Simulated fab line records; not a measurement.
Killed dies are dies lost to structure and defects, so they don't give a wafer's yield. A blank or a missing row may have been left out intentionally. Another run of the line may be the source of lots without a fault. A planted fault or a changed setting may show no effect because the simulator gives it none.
A lot that was struck, set against a sound lot | flow nand-harc | 40 out of 1159 route steps
Sound: wafers L603.1, L603.4, L603.6. Wafers struck: L590.1, L590.3, L590.5. The cause is given at the end.
Order at every step that has rows: each side's tool, ch and its chambers, its first start. Under that, the readings that differ: sound wafers | struck wafers | difference of the means | sigmas: that difference in standard deviations of wafers without a fault.
alike: readings with means less than 2 such deviations apart, plus words and numbers identical on both sides. not compared: withheld readings, readings lacking a value on some wafer, bounds such as >300 that could conceal the same value, and numbers that have no deviation in the record and whose values overlap.
Wherever a step has rows on one side only, a row that says differs or no value, or a row with sigmas, the two part there. Numbers that have no deviation but don't overlap get no sigmas and don't part them. A reading missing from all wafers of one side parts the sides only when that side holds two or more wafers.

first, 3 steps without rows for these wafers: NHARC_A_CONTACT_ETCH_31 (etches the open film in O2/COS, target depth 2000 nm, time 520 s); NHARC_A_CONTACT_ETCH_134 (etches the open film in C4F8/O2/Ar, time 140 s, target depth 700 nm); NHARC_A_CONTACT_ETCH_135 (etches the open film in C4F8/O2/Ar, time 132 s, target depth 1287 nm).
NHARC_A_CONTACT_ETCH_136: etches the open film in C4F8/O2/Ar, time 132 s, target depth 1287 nm.
  sound on har-cap-etch-02 ch 0,1, day 22 10:51; struck on har-cap-etch-03 ch 0, day 19 11:22
  not compared: rf-hours-counter-h
then, 2 steps without rows for these wafers: NHARC_A_CONTACT_ETCH_137 (etches the open film in C4F8/O2/Ar, time 132 s, target depth 1287 nm); NHARC_A_CONTACT_ETCH_138 (etches the open film in C4F8/O2/Ar, time 132 s, target depth 1289 nm).
NHARC_A_CONTACT_ETCH_139: etches the open film in C4F8/O2/Ar, time 137 s, target depth 590 nm.
  sound on har-cap-etch-02 ch 0,1, day 22 11:14; struck on har-cap-etch-03 ch 0, day 19 11:44
  not compared: rf-hours-counter-h
NHARC_A_CONTACT_ETCH_92: etches the open film in CH3F/O2, target depth 40 nm, time 85.7 s.
  sound on rie-diel-09 ch 1,3, day 22 11:38; struck on rie-diel-07 ch 2,3, day 19 12:08
  alike: drypump-motor-current-A, o2-flow-sccm, oes-product-au, rf-vpp-V, showerhead-plenum-p-Torr, throttle-valve-pct
  not compared: rf-hours-counter-h
then, 1 step without rows for these wafers: NHARC_A_CONTACT_ETCH_98 (etches the open film in C4F6/O2, target depth 20 nm, time 10 s).
NHARC_A_CONTACT_CD_MEAS_15:
  sound on cd-sem-02, day 22 11:52; struck on cd-sem-01, day 19 12:21
  alike: cd-nm
then, 2 steps without rows for these wafers: NHARC_A_CONTACT_STRIP_107 (strips in N2/H2); NHARC_A_CONTACT_STRIP_108 (strips in CF4/CHF3).
NHARC_A_CONTACT_STRIP_109: strips in O2/COS.
  sound on rie-diel-07 ch 0,1, day 22 12:12; struck on rie-diel-09 ch 0,1,3, day 19 12:35
then, 5 steps without rows for these wafers: NHARC_A_CONTACT_ETCH_110 (etches the open film in CF4/O2, target depth 50 nm, overetch 5 nm, time 27.5 s); NHARC_A_CONTACT_STRIP_26 (strips in O2); NHARC_A_CONTACT_STRIP_27 (strips in post etch residue remover, time 600 s); NHARC_A_CONTACT_ALD_18 (deposits TiN, target thk 3 nm, pulse time 1 s, ald cycles 150); NHARC_A_CONTACT_CVD_19 (deposits W, target thk 300 nm, time 802 s).
NHARC_A_CONTACT_CMP_20: polishes, t overpolish 30 s, target thk 300 nm.
  sound on cmp-04 ch 0,2, day 22 14:16; struck on cmp-01 ch 2,3, day 19 16:28
  alike: motor-current-A, overpolish-run-s, time-to-endpoint-s
then, 11 steps without rows for these wafers: NHARC_A_CONTACT_SRD_22; NHARC_A_BLC_DEHYDRATE_00 (time 120 s); NHARC_A_BLC_HMDS_01 (time 30 s); NHARC_A_BLC_COAT_02 (time 75 s); NHARC_A_BLC_COAT_03 (time 65 s); NHARC_A_BLC_COAT_04 (resist thk 90 nm); NHARC_A_BLC_SOFTBAKE_05 (time 55 s); NHARC_A_BLC_EBR_06; NHARC_A_BLC_EXPOSE_07 (exposes mask A BLC, target cd 100 nm); NHARC_A_BLC_PEB_08 (peb time 65 s); NHARC_A_BLC_DEVELOP_09 (develop time 35 s).
NHARC_A_BLC_CD_MEAS_10: the cd target is 100 nm.
  sound on cd-sem-01 ch 0, day 22 15:13; struck on cd-sem-03 ch 0, day 19 17:23
  alike: cd-nm
NHARC_A_BLC_OVL_MEAS_11:
  sound on overlay-02, day 22 15:18; struck on overlay-02, day 19 17:28
  alike: overlay-x-nm, overlay-y-nm
NHARC_A_BLC_DESCUM_15: chemistry O2, time 3 s.
  sound on rie-diel-11 ch 2,3, day 22 15:24; struck on rie-diel-11 ch 2,3, day 19 17:34
  alike: drypump-motor-current-A, o2-flow-sccm, oes-product-au, rf-vpp-V, showerhead-plenum-p-Torr, throttle-valve-pct
  not compared: rf-hours-counter-h
then, 3 steps without rows for these wafers: NHARC_A_BLC_ETCH_16 (etches the open film in CF4, target depth 39 nm, time 65 s); NHARC_A_BLC_ETCH_17 (etches the open film in N2/H2, target depth 390 nm, time 609.38 s); NHARC_A_BLC_ETCH_18 (etches the open film in C4F8/O2/Ar, target depth 910 nm).
NHARC_A_BLC_CD_MEAS_19:
  sound on cd-sem-02, day 22 16:22; struck on cd-sem-02, day 19 18:32
  reading    | sound             | struck         | difference | sigmas
  cd-nm (nm) | 101.6 100.7 103.9 | 97.6 99.8 98.6 | -3.4       | -2
then, 2 steps without rows for these wafers: NHARC_A_BLC_STRIP_29 (strips in CF4); NHARC_A_BLC_STRIP_21 (strips in O2).
NHARC_END_SORT_01:
  only the struck wafers appear in the record here, on prober-01 ch 0 at day 21 10:17; the sound ones have no rows

== WHERE THEY PART ==
Last at NHARC_END_SORT_01 as far as this record goes, first at NHARC_A_BLC_CD_MEAS_19.

WHY: what had been put in by the simulator
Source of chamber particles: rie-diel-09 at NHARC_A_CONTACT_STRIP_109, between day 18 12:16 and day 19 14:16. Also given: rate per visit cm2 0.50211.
